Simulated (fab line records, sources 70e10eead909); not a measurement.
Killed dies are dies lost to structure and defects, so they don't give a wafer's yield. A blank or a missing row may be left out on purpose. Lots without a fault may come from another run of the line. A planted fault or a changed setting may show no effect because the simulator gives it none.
Chamber matching | flow nand_harc | NHARC_P_M2_DESCUM_14 on rie_diel-11: 4 sister chambers
The step chemistry O2, time 3 s. 16 wafers are shown with their chamber, then 8 later ones without.

WAFERS WITH THEIR CHAMBER
wafer  | chamber | showerhead_plenum_p_Torr (Torr) | drypump_motor_current_A (A) | oes_product_au (a.u.)
L074.1 | 3       | 2.07                            | 5.5                         | 1.003
L074.3 | 1       | 1.88                            | 6.2                         | 1.030
L074.5 | 3       | 2.07                            | 5.5                         | 1.002
L076.1 | 2       | 2.04                            | 6.3                         | 1.012
L076.4 | 0       | 1.91                            | 5.3                         | 1.017
L076.6 | 0       | 1.91                            | 5.3                         | 1.017
L078.3 | 2       | 2.04                            | 6.4                         | 1.009
L078.4 | 0       | 1.91                            | 5.3                         | 1.012
L078.6 | 0       | 1.91                            | 5.3                         | 1.010
L080.2 | 0       | 1.91                            | 5.3                         | 0.992
L080.4 | 1       | 1.88                            | 6.1                         | 1.013
L080.6 | 2       | 2.04                            | 6.4                         | 1.014
L091.1 | 0       | 1.91                            | 5.3                         | 0.993
L091.4 | 2       | 2.03                            | 6.4                         | 1.013
L091.6 | 2       | 2.04                            | 6.4                         | 1.011
L092.3 | 1       | 1.87                            | 6.1                         | 0.995

SIGNATURES (means of the wafers above)
reading                  | chamber 0 | chamber 1 | chamber 2 | chamber 3 | scatter within a chamber
showerhead_plenum_p_Torr | 1.9100    | 1.8767    | 2.0380    | 2.0700    | 0.0035
drypump_motor_current_A  | 5.300     | 6.133     | 6.380     | 5.500     | 0.035
oes_product_au           | 1.00683   | 1.01267   | 1.01180   | 1.00250   | 0.0103
Rule: a wafer's distance from a chamber is the root of the sum, over the readings, of the square of ((its reading less the chamber's mean) divided by the reading's scatter). The wafer belongs to the nearest chamber; if the next one is less than 2 further off, it can't be placed. The scatter: the root of (the sum of the squares of (reading less its chamber's mean) over the shown wafers, divided by (wafers less chambers)).

WAFERS WITHOUT THEIR CHAMBER
wafer  | showerhead_plenum_p_Torr (Torr) | drypump_motor_current_A (A) | oes_product_au (a.u.)
L092.4 | 1.91                            | 5.3                         | 0.991
L092.5 | 2.03                            | 6.4                         | 1.013
L094.4 | 1.87                            | 6.2                         | 0.996
L094.5 | 1.87                            | 6.1                         | 1.000
L094.6 | 1.91                            | 5.3                         | 0.994
L096.1 | 1.91                            | 5.3                         | 0.997
L096.4 | 1.87                            | 6.2                         | 0.999
L096.5 | 2.06                            | 5.5                         | 0.987

WHICH CHAMBER EACH WENT THROUGH
wafer  | from the rows above | in truth
L092.4 | 0                   | 0
L092.5 | 2                   | 2
L094.4 | 1                   | 1
L094.5 | 1                   | 1
L094.6 | 0                   | 0
L096.1 | 0                   | 0
L096.4 | 1                   | 1
L096.5 | 3                   | 3
Placed correctly: 8 of 8. Can't be placed from these rows: 0. Placed wrongly: 0.
